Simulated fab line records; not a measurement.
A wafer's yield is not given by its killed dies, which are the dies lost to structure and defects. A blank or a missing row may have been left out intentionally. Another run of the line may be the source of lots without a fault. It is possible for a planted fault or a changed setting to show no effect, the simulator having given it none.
Chamber matching | flow n5 finfet | N5_BEOL_M2_PECVD_72 on pecvd-03: 3 sister chambers
The step deposits SiO2 from TEOS/O2, target thk 16 nm, time 18 s. 3 wafers are shown with their chamber, then 12 later ones without.

WAFERS WITH THEIR CHAMBER
wafer  | chamber | throttle valve pct (%)
L093.6 | 0       | 23.4
L076.2 | 1       | 21.8
L076.5 | 2       | 19.9

WAFERS WITH NO CHAMBER GIVEN
wafer  | throttle valve pct (%)
L094.4 | 19.9
L094.5 | 23.4
L094.6 | 21.8
L095.1 | 23.3
L095.3 | 21.7
L095.6 | 23.4
L097.1 | 21.7
L097.3 | 23.3
L097.6 | 23.4
L096.1 | 20.0
L096.3 | 21.9
L096.4 | 19.7

EACH ONE'S CHAMBER
wafer  | from the rows above | in truth
L094.4 | 2                   | 2
L094.5 | 0                   | 0
L094.6 | 1                   | 1
L095.1 | 0                   | 0
L095.3 | 1                   | 1
L095.6 | 0                   | 0
L097.1 | 1                   | 1
L097.3 | 0                   | 0
L097.6 | 0                   | 0
L096.1 | 2                   | 2
L096.3 | 1                   | 1
L096.4 | 2                   | 2
Correct placement for 12 of the 12. Number that these rows cannot place: 0. Placed wrongly: 0.
How it was worked out, from the rows above alone: a wafer's distance from a chamber is the root of the sum, over the readings, of the square of ((its reading less the chamber's mean) divided by the reading's scatter). If the next closest chamber is less than 2 further off than the closest, the wafer can't be placed; otherwise it belongs to the closest. Each chamber's mean is taken over the wafers shown for it. The scatter: root of mean squared gap, hidden wafer to nearest shown wafer, with one shown wafer a chamber.
